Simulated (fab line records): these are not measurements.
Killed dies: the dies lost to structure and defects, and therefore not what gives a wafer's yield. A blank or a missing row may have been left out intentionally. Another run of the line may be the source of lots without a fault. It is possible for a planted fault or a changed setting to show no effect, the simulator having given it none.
Which of the tools did it? ; flow nand harc ; Sampling: 12 lots, 36 wafers, 7 of 1159 route steps

WHAT EACH GAUGE READ, for each wafer
NHARC_P_ZERO_WELL_INSPECT_43. Usual: 15 for raw defect count, sd 6.3.
lot;measured;on;raw defect count;flag
L948;day 2 01:44;defect inspect-02;12 10 11;
L949;day 2 07:22;defect inspect-02;16 12 21;
L951;day 2 19:44;defect inspect-02;33 9 18;
L952;day 3 01:31;defect inspect-01;16 20 24;
L953;day 3 07:26;defect inspect-01;13 4 8;
L960;day 5 01:32;defect inspect-01;9 20 27;
L962;day 5 13:31;defect inspect-02;32 14 13;
L964;day 6 01:28;defect inspect-01;14 8 11;
L966;day 6 13:10;defect inspect-01;498 494 498;OFF
L967;day 6 19:45;defect inspect-01;489 528 479;OFF
L968;day 7 01:41;defect inspect-01;24 22 13;
L969;day 7 07:50;defect inspect-01;10 9 15;

NHARC_P_STI_INSPECT_11. Usual: 6.0 for raw defect count, sd 3.
lot;measured;on;raw defect count;flag
L948;day 2 18:30;defect inspect-01;4 7 5;
L949;day 3 02:31;defect inspect-02;4 3 4;
L951;day 3 12:44;defect inspect-02;4 9 5;
L952;day 3 19:16;defect inspect-01;5 4 2;
L953;day 3 19:17;defect inspect-02;10 6 2;
L960;day 5 16:59;defect inspect-01;3 4 10;
L962;day 6 04:58;defect inspect-01;4 8 4;
L964;day 6 15:28;defect inspect-01;6 5 4;
L966;day 7 04:40;defect inspect-01;501 503 485;OFF
L967;day 7 12:52;defect inspect-02;471 522 471;OFF
L968;day 7 18:44;defect inspect-02;3 4 1;
L969;day 7 23:11;defect inspect-02;3 1 4;

NHARC_P_GATE_CD_MEAS_46: the cd target is 720 nm. Usual: 719.4 nm for cd nm, sd 2.7.
lot;measured;on;cd nm (nm);flag
L948;day 5 09:58;cd sem-01;719.4 724.6 717.3;
L949;day 5 23:13;cd sem-03;714.7 718.1 718.1;
L951;day 5 22:51;cd sem-01;719.5 714.7 717.1;
L952;day 6 16:01;cd sem-02;717.6 719.0 719.4;
L953;day 6 13:05;cd sem-02;715.2 719.6 720.2;
L960;day 8 08:16;cd sem-03;717.9 721.6 717.6;
L962;day 8 16:11;cd sem-03;719.6 721.0 719.6;
L964;day 9 07:19;cd sem-03;719.8 715.6 722.2;
L966;day 9 23:14;cd sem-03;724.7 719.4 721.9;
L967;day 10 08:22;cd sem-03;721.5 725.6 719.2;
L968;day 10 15:38;cd sem-03;723.5 726.0 720.8;
L969;day 10 14:13;cd sem-01;714.7 721.3 721.0;

NHARC_P_GATE_CD_MEAS_91: the cd target is 2000 nm. Usual: 1997.2 nm for cd nm, sd 1.8.
lot;measured;on;cd nm (nm);flag
L948;day 5 13:20;cd sem-01;1998.6 1998.2 1999.6;
L949;day 6 02:40;cd sem-01;1996.3 2000.4 1998.3;
L951;day 6 02:19;cd sem-02;1998.0 1997.7 1996.6;
L952;day 6 19:14;cd sem-01;1996.5 1998.2 1998.0;
L953;day 6 16:21;cd sem-02;1999.8 1995.2 1996.4;
L960;day 8 11:58;cd sem-01;1995.8 1996.5 1996.6;
L962;day 8 19:31;cd sem-01;1996.2 1995.5 1996.0;
L964;day 9 10:47;cd sem-01;1996.5 1998.3 1996.2;
L966;day 10 02:28;cd sem-01;1996.2 1996.3 1996.6;
L967;day 10 11:41;cd sem-03;1994.7 1995.2 1998.5;
L968;day 10 19:01;cd sem-03;1996.8 1996.0 1998.8;
L969;day 10 17:42;cd sem-01;1998.1 1993.1 1995.8;

NHARC_END_SORT_01. Usual: killed at array 28, standard deviation 11; killed at other 0.5, standard deviation 0.87; killed at periphery 2.9, standard deviation 2.2; killed dies 32, standard deviation 11; killed open 3.2, standard deviation 1.9; killed short 1.8, standard deviation 1.4.
lot;measured;on;killed at array;killed at other;killed at periphery;killed dies;killed open;killed short;flag
L966;day 23 22:45;prober-01;35 53 52;0 0 0;68 85 45;103 138 97;1 1 5;0 4 1;OFF
L967;day 23 22:55;prober-02;29 18 16;0 0 0;52 82 100;81 100 116;1 0 4;1 2 1;OFF

WHAT TOOL EACH LOT RAN ON (gives the tool, then ch and the chambers of the sampled wafers, and finally the start)
lot;NHARC_P_ZERO_WELL_ETCH_65;NHARC_P_GATE_STRIP_112
L948;rie diel-08 ch 0,2,3, day 1 19:40;plasma asher-02 ch 0,1, day 5 12:16
L949;rie diel-08 ch 0,1,2, day 2 01:22;plasma asher-02 ch 0, day 6 01:29
L951;rie diel-08 ch 0,3, day 2 13:29;plasma asher-02 ch 0,1, day 6 01:11
L952;rie diel-08 ch 0,1,3, day 2 19:29;plasma asher-01 ch 0,1, day 6 18:16
L953;rie diel-07 ch 2,3, day 3 01:22;plasma asher-01 ch 0,1, day 6 15:19
L960;rie diel-11 ch 2,3, day 4 19:25;plasma asher-02 ch 0,1, day 8 10:49
L962;rie diel-07 ch 0,1,2, day 5 07:31;plasma asher-01 ch 0,1, day 8 18:28
L964;rie diel-11 ch 0,1,3, day 5 19:22;plasma asher-01 ch 1, day 9 09:35
L966;rie diel-11 ch 0,1,3, day 6 07:22;plasma asher-01 ch 0,1, day 10 01:25
L967;rie diel-11 ch 0,1,3, day 6 13:29;plasma asher-02 ch 0,1, day 10 10:31
L968;rie diel-07 ch 1,2, day 6 19:21;plasma asher-02 ch 0,1, day 10 17:53
L969;rie diel-08 ch 2,3, day 7 01:33;plasma asher-02 ch 0,1, day 10 16:31
- NHARC_P_ZERO_WELL_ETCH_65: etches the open film in N2/H2, target depth 80 nm, overetch 24 nm, time 87.88 s.
- NHARC_P_GATE_STRIP_112: strips in N2/H2, time 200 s.

WHAT THE TOOLS THEMSELVES READ (means of the sampled wafers that have a number; where no wafer has one, the mark that the record gives instead)
NHARC_P_ZERO_WELL_ETCH_65. Usual: chamber pressure mTorr 30.003 mTorr, standard deviation 0.026; drypump motor current A 5.8 A, standard deviation 0.44; oes product au 0.998 a.u., standard deviation 0.014; rf vpp V 432.0 V, standard deviation 2.5; showerhead plenum p Torr 2.10 Torr, standard deviation 0.088; throttle valve pct 14.171 %, standard deviation 0.0095.
lot;tool;chamber pressure mTorr (mTorr);drypump motor current A (A);oes product au (a.u.);rf vpp V (V);showerhead plenum p Torr (Torr);throttle valve pct (%);flag
L948;rie diel-08;30.008;5.9;0.996;434.3;2.15;14.167;
L949;rie diel-08;30.008;5.8;0.995;432.1;2.09;14.180;
L951;rie diel-08;29.995;6.0;0.991;433.0;2.16;14.164;
L952;rie diel-08;29.988;6.1;0.998;431.3;2.10;14.170;
L953;rie diel-07;29.995;6.0;0.999;434.1;2.18;14.169;
L960;rie diel-11;30.004;5.9;0.998;432.1;2.09;14.182;
L962;rie diel-07;29.978;5.3;1.004;431.9;2.10;14.165;
L964;rie diel-11;30.006;5.8;0.985;431.3;2.06;14.176;
L966;rie diel-11;29.998;5.8;0.982;430.8;2.06;14.169;
L967;rie diel-11;29.998;5.7;0.988;430.6;2.06;14.178;
L968;rie diel-07;30.034;5.2;1.006;433.8;2.19;14.167;
L969;rie diel-08;30.015;5.8;0.994;433.0;2.14;14.167;

NHARC_P_GATE_STRIP_112. Usual: drypump motor current A 5.3 A, standard deviation 0.4; heater power w 91 W, standard deviation 4.7.
lot;tool;drypump motor current A (A);heater power w (W);flag
L948;plasma asher-02;5.5;90;
L949;plasma asher-02;4.8;95;
L951;plasma asher-02;5.5;91;
L952;plasma asher-01;5.3;89;
L953;plasma asher-01;5.5;92;
L960;plasma asher-02;5.1;93;
L962;plasma asher-01;5.5;91;
L964;plasma asher-01;5.2;87;
L966;plasma asher-01;5.4;90;
L967;plasma asher-02;5.5;90;
L968;plasma asher-02;5.4;89;
L969;plasma asher-02;5.1;95;

THE ANSWER, worked out from the rows above alone
Rule: take the mean of a lot's wafers that have a number; if it is more than 3 standard deviations from the usual mean, the lot is off. A lot without any number at a reading at which 4 lots or more have one is off too. Where the step has rows for the other lots, those lots are counted as sound. First the gauges in route order, then the tools' own readings, where a lot's mean is used as printed above. The first step at which some lot is off is used, and at that step the reading that is off furthest; a lot without a number counts as furthest.
Off: L966, L967, at NHARC_P_ZERO_WELL_INSPECT_43 (raw defect count).
If a tool, at a process step before that reading, ran all the lots that are off and no sound lot after the first of them, it fits. Not tried: the gauges at NHARC_P_ZERO_WELL_INSPECT_43; whatever is off there is also off at NHARC_END_SORT_01, on other tools, and gauge error can't account for it. One fits: rie diel-11 at NHARC_P_ZERO_WELL_ETCH_65. A fault onset in the window from L964 (day 5 19:22, its last sound lot) to L966 (day 6 07:22, its first lot off) fits.

WHAT THE SIMULATOR PUT IN
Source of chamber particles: rie diel-11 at NHARC_P_ZERO_WELL_ETCH_65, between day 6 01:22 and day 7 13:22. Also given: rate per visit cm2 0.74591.
Shown lots that were struck: L966, L967. The same result came from the rule above.
